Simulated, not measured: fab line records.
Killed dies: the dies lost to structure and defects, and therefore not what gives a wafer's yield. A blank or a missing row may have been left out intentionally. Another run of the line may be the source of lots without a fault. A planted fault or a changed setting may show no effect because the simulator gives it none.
Comparing a struck lot with a sound one | flow n5-finfet | 32 out of 1938 route steps
Sound: these wafers, L337.1, L337.3, L337.6. Wafers struck: L334.1, L334.4, L334.6. Last of all comes the cause.
Order at every step that has rows: each side's tool, ch and its chambers, its first start. Under that, the readings that differ: sound wafers | struck wafers | difference of the means | sigmas: that difference in standard deviations of wafers without a fault.
alike: a reading whose means differ by less than 2 such deviations, as well as words and numbers matching on both sides. not compared: withheld readings; readings where some wafer has no value; bounds like >300 that might hide an equal value; numbers whose values overlap and for which the record gives no deviation.
A row with sigmas, a row that says differs or no value, or rows on one side alone: a step with any of these is where the two part. Non-overlapping numbers with no deviation appear without sigmas and do not part them. A reading that every wafer of one side lacks parts them only if that side has two wafers or more.

first, 9 steps without rows for these wafers: N5_MOL_CONTACT_COAG_PRECLEAN_125 (cleans in DIW, time 57.5 s); N5_MOL_CONTACT_COAG_SRD_126 (dry time 32 s); N5_MOL_CONTACT_COAG_CMP_23 (polishes, stops on SiO2, t overpolish 1.5 s, target thk 0 nm); N5_MOL_CONTACT_COAG_WET_ETCH_26 (target Co, target depth 13 nm); N5_MOL_CONTACT_COAG_WET_ETCH_116 (etches the open film in SC1-inhibited, target depth 4.6 nm, rinse time 30 s); N5_MOL_CONTACT_COAG_ALD_27 (deposits SiOC, target thk 17 nm, pulse time 1.5 s, time 2720 s); N5_MOL_CONTACT_COAG_CMP_28 (polishes, stops on SiNx, t overpolish 0.85 s, target thk 14.522 nm); N5_MOL_CONTACT_COAG_ALD_123 (deposits SiNx, target thk 5 nm, pulse time 1 s, purge time 2 s); N5_MOL_CONTACT_COAG_PECVD_31 (deposits SiO2 from TEOS/O2, target thk 46 nm, time 8.9 s).
N5_MOL_CONTACT_COAG_COAT_75: time 60 s, resist thk 60 nm.
  sound on litho-track-01 ch 0, day 8 21:18; struck on litho-track-04 ch 0, day 8 07:44
  reading                                           | sound                | struck               | difference | sigmas
  dispense-pressure-kPa (kPa)                       | 54.8 54.8 54.9       | 49.6 49.6 49.6       | -5.2       | -2
  spin-speed-rpm (rpm)                              | 1499.8 1501.4 1498.2 | 1563.8 1565.2 1562.5 | +64.0      | +58
  model.SOC_of_MOL_CONTACT_COAG_COAT_75.thk-nm (nm) | 60.2 60.2 60         | 58.8 58.8 58.6       | -1.4       |
then, 13 steps without rows for these wafers: N5_MOL_CONTACT_COAG_COAT_76 (time 60 s, resist thk 10 nm); N5_MOL_CONTACT_COAG_COAT_77 (time 60 s, resist thk 10 nm); N5_MOL_CONTACT_COAG_COAT_78 (resist thk 40 nm); N5_MOL_CONTACT_COAG_EBR_80; N5_MOL_CONTACT_COAG_SOFTBAKE_79 (time 60 s); N5_MOL_CONTACT_COAG_EXPOSE_81 (exposes mask VG, defocus 0 nm); N5_MOL_CONTACT_COAG_PEB_82 (peb time 60 s); N5_MOL_CONTACT_COAG_DEVELOP_83 (develop time 30 s); N5_MOL_CONTACT_COAG_DESCUM_88 (chemistry O2, time 7 s); N5_MOL_CONTACT_COAG_ETCH_89 (etches underlayer in N2/H2, target depth 13 nm, time 10.4 s); N5_MOL_CONTACT_COAG_ETCH_90 (etches SiARC in CF4, target depth 13 nm, time 21.7 s); N5_MOL_CONTACT_COAG_ALD_131 (deposits SiO2, target thk 5 nm, pulse time 1 s, co reactant pulse time 1 s); N5_MOL_CONTACT_COAG_ETCHBACK_132 (etches SiO2 in CHF3, target depth 10 nm, time 6.7 s).
N5_MOL_CONTACT_COAG_ETCH_91: etches SOC in N2/H2, target depth 60 nm, overetch 21 nm, time 101.2 s.
  sound on rie-diel-04 ch 0,2,3, day 8 22:14; struck on rie-diel-01 ch 0,1,3, day 8 08:46
  reading                  | sound             | struck            | difference | sigmas
  model.etch.depth-nm (nm) | 60.12 60.16 60.01 | 58.78 58.87 58.65 | -1.33      |
  alike: drypump-motor-current-A, oes-product-au, rf-vpp-V, showerhead-plenum-p-Torr, throttle-valve-pct
  not compared: rf-hours-counter-h
then, 4 steps without rows for these wafers: N5_MOL_CONTACT_COAG_STRIP_92 (strips in N2/H2); N5_MOL_CONTACT_COAG_STRIP_93 (strips in N2/H2); N5_MOL_CONTACT_COAG_ETCHBACK_135 (etches SiO2 in CHF3, target depth 25 nm, time 16.7 s); N5_MOL_CONTACT_COAG_STRIP_118 (strips in CHF3).
N5_MOL_CONTACT_COAG_VIA_ETCH_46: etches SiO2 in C4F6/O2, target depth 46 nm, overetch 9.2 nm, time 40 s.
  sound on rie-diel-04 ch 0,2,3, day 8 22:21; struck on rie-diel-01 ch 0,1,3, day 8 08:54
  reading                                           | sound        | struck         | difference | sigmas
  model.SOC_of_MOL_CONTACT_COAG_COAT_75.thk-nm (nm) | 51.4 50.8 51 | 49.6 49.8 49.4 | -1.5       |
  alike: O2_flow_sccm, drypump-motor-current-A, oes_f_703_au, oes_o_777_au, oes-product-au, rf-vpp-V, showerhead-plenum-p-Torr, throttle-valve-pct
  not compared: rf-hours-counter-h
then, 1 step without rows for these wafers: N5_MOL_CONTACT_COAG_STRIP_96 (strips in N2/H2).
-- here the record skips 6 days between the struck wafers' starts before and after, leaving off in module MOL_CONTACT_COAG and picking up in module BEOL_M4 (first step shown: number 1111 of the route) --
N5_BEOL_M4_RC_MEAS_101:
  sound on prober-01 ch 0, day 15 06:26; struck on prober-02 ch 0, day 14 11:07
  reading        | sound          | struck         | difference | sigmas
  DIBL_N (mV/V)  | 41.6 40.9 41.4 | 34.0 35.6 38.1 | -5.4       | -2
  DIBL_P (mV/V)  | 44 43 44       | 32 33 36       | -10        | -3
  IOFF_N (nA/um) | 0.31 0.27 0.28 | 0.11 0.13 0.18 | -0.15      | -3
  IOFF_P (nA/um) | 0.41 0.40 0.44 | 0.16 0.18 0.21 | -0.23      | -4
  ION_P (uA/um)  | 482 481 476    | 450 457 464    | -23        | -3
  SS_P (mV/dec)  | 74.6 75.1 75.9 | 73.2 73.3 73.5 | -1.9       | -2
  VT_N (mV)      | 241 242 242    | 256 253 251    | +12        | +3
  VT_P (mV)      | -237 -242 -240 | -255 -254 -254 | -15        | -4
  alike: ION_N, SS_N
-- a jump in the record: the struck wafers' starts before and after are 5 days apart (it breaks off in module BEOL_M4 and resumes in module PASSIVATION, where the first step shown is number 1936 of the route) --
N5_PASSIVATION_PROBE_49:
  only the struck wafers here have rows in the record (prober-02, day 19 00:02); the sound ones have none

WHERE THEY PART
Last at N5_PASSIVATION_PROBE_49 as far as this record goes, first at N5_MOL_CONTACT_COAG_COAT_75.

WHY: whatever the simulator had introduced
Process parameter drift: litho-track-04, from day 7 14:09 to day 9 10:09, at N5_MOL_CONTACT_COAG_COAT_75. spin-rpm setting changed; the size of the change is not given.
